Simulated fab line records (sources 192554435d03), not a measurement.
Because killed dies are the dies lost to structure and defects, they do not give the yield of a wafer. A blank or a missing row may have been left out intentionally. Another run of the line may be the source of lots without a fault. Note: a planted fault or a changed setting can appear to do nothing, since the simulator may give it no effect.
Chamber matching / flow n5 finfet / N5_SDB_STRIP_21 on rie diel-02: 4 sister chambers
The step strips in CF4. 22 wafers are shown with their chamber, then 11 later ones without.

## WAFERS PAIRED WITH THEIR CHAMBERS
wafer=L077.2; chamber=1; drypump motor current A (A)=5.9; showerhead plenum p Torr (Torr)=1.83; throttle valve pct (%)=13.60
wafer=L077.3; chamber=3; drypump motor current A (A)=6.6; showerhead plenum p Torr (Torr)=1.76; throttle valve pct (%)=13.24
wafer=L077.4; chamber=0; drypump motor current A (A)=6.1; showerhead plenum p Torr (Torr)=1.71; throttle valve pct (%)=13.40
wafer=L078.3; chamber=2; drypump motor current A (A)=5.6; showerhead plenum p Torr (Torr)=1.79; throttle valve pct (%)=13.83
wafer=L078.4; chamber=0; drypump motor current A (A)=6.1; showerhead plenum p Torr (Torr)=1.71; throttle valve pct (%)=13.41
wafer=L078.6; chamber=2; drypump motor current A (A)=5.6; showerhead plenum p Torr (Torr)=1.79; throttle valve pct (%)=13.84
wafer=L080.1; chamber=3; drypump motor current A (A)=6.5; showerhead plenum p Torr (Torr)=1.76; throttle valve pct (%)=13.24
wafer=L080.2; chamber=1; drypump motor current A (A)=5.9; showerhead plenum p Torr (Torr)=1.83; throttle valve pct (%)=13.61
wafer=L080.3; chamber=2; drypump motor current A (A)=5.6; showerhead plenum p Torr (Torr)=1.79; throttle valve pct (%)=13.85
wafer=L083.1; chamber=2; drypump motor current A (A)=5.6; showerhead plenum p Torr (Torr)=1.78; throttle valve pct (%)=13.87
wafer=L083.3; chamber=3; drypump motor current A (A)=6.5; showerhead plenum p Torr (Torr)=1.76; throttle valve pct (%)=13.27
wafer=L083.6; chamber=0; drypump motor current A (A)=6.1; showerhead plenum p Torr (Torr)=1.71; throttle valve pct (%)=13.44
wafer=L085.4; chamber=2; drypump motor current A (A)=5.6; showerhead plenum p Torr (Torr)=1.78; throttle valve pct (%)=13.86
wafer=L085.5; chamber=3; drypump motor current A (A)=6.5; showerhead plenum p Torr (Torr)=1.75; throttle valve pct (%)=13.29
wafer=L085.6; chamber=0; drypump motor current A (A)=6.1; showerhead plenum p Torr (Torr)=1.71; throttle valve pct (%)=13.44
wafer=L088.1; chamber=2; drypump motor current A (A)=5.6; showerhead plenum p Torr (Torr)=1.78; throttle valve pct (%)=13.88
wafer=L088.2; chamber=0; drypump motor current A (A)=6.1; showerhead plenum p Torr (Torr)=1.71; throttle valve pct (%)=13.46
wafer=L088.3; chamber=3; drypump motor current A (A)=6.5; showerhead plenum p Torr (Torr)=1.75; throttle valve pct (%)=13.30
wafer=L089.1; chamber=1; drypump motor current A (A)=5.9; showerhead plenum p Torr (Torr)=1.82; throttle valve pct (%)=13.04
wafer=L089.3; chamber=2; drypump motor current A (A)=5.6; showerhead plenum p Torr (Torr)=1.78; throttle valve pct (%)=13.88
wafer=L089.4; chamber=3; drypump motor current A (A)=6.6; showerhead plenum p Torr (Torr)=1.75; throttle valve pct (%)=13.31
wafer=L090.2; chamber=2; drypump motor current A (A)=5.6; showerhead plenum p Torr (Torr)=1.78; throttle valve pct (%)=13.89

SIGNATURES (means of the wafers above)
reading=drypump motor current A; chamber 0=6.100; chamber 1=5.900; chamber 2=5.600; chamber 3=6.533; scatter within a chamber=0.0272
reading=showerhead plenum p Torr; chamber 0=1.7100; chamber 1=1.8267; chamber 2=1.7837; chamber 3=1.7550; scatter within a chamber=0.00474
reading=throttle valve pct; chamber 0=13.4300; chamber 1=13.4167; chamber 2=13.8625; chamber 3=13.2750; scatter within a chamber=0.111
Rule: a wafer's distance from a chamber is the root of the sum, over the readings, of the square of ((its reading less the chamber's mean) divided by the reading's scatter). The wafer belongs to the nearest chamber; if the next one is less than 2 further off, it can't be placed. How the scatter is found: for the shown wafers, subtract from each reading the mean of its chamber, square and add these, divide the total by (wafers less chambers), then take the root.

## WAFERS WITH NO CHAMBER GIVEN
wafer=L090.3; drypump motor current A (A)=6.5; showerhead plenum p Torr (Torr)=1.75; throttle valve pct (%)=13.32
wafer=L090.5; drypump motor current A (A)=5.9; showerhead plenum p Torr (Torr)=1.82; throttle valve pct (%)=13.04
wafer=L091.3; drypump motor current A (A)=6.1; showerhead plenum p Torr (Torr)=1.70; throttle valve pct (%)=13.49
wafer=L091.4; drypump motor current A (A)=6.5; showerhead plenum p Torr (Torr)=1.75; throttle valve pct (%)=13.29
wafer=L091.6; drypump motor current A (A)=6.5; showerhead plenum p Torr (Torr)=1.75; throttle valve pct (%)=13.31
wafer=L094.1; drypump motor current A (A)=5.6; showerhead plenum p Torr (Torr)=1.78; throttle valve pct (%)=13.89
wafer=L094.2; drypump motor current A (A)=5.9; showerhead plenum p Torr (Torr)=1.82; throttle valve pct (%)=13.07
wafer=L094.3; drypump motor current A (A)=6.6; showerhead plenum p Torr (Torr)=1.75; throttle valve pct (%)=13.31
wafer=L096.2; drypump motor current A (A)=6.1; showerhead plenum p Torr (Torr)=1.70; throttle valve pct (%)=13.50
wafer=L096.3; drypump motor current A (A)=6.5; showerhead plenum p Torr (Torr)=1.75; throttle valve pct (%)=13.33
wafer=L096.5; drypump motor current A (A)=5.9; showerhead plenum p Torr (Torr)=1.82; throttle valve pct (%)=13.10

## EACH ONE'S CHAMBER
wafer=L090.3; from the rows above=3; in truth=3
wafer=L090.5; from the rows above=1; in truth=1
wafer=L091.3; from the rows above=0; in truth=0
wafer=L091.4; from the rows above=3; in truth=3
wafer=L091.6; from the rows above=3; in truth=3
wafer=L094.1; from the rows above=2; in truth=2
wafer=L094.2; from the rows above=1; in truth=1
wafer=L094.3; from the rows above=3; in truth=3
wafer=L096.2; from the rows above=0; in truth=0
wafer=L096.3; from the rows above=3; in truth=3
wafer=L096.5; from the rows above=1; in truth=1
Correctly placed: 11 of 11. Can't be placed from these rows: 0. Number placed wrongly: 0.
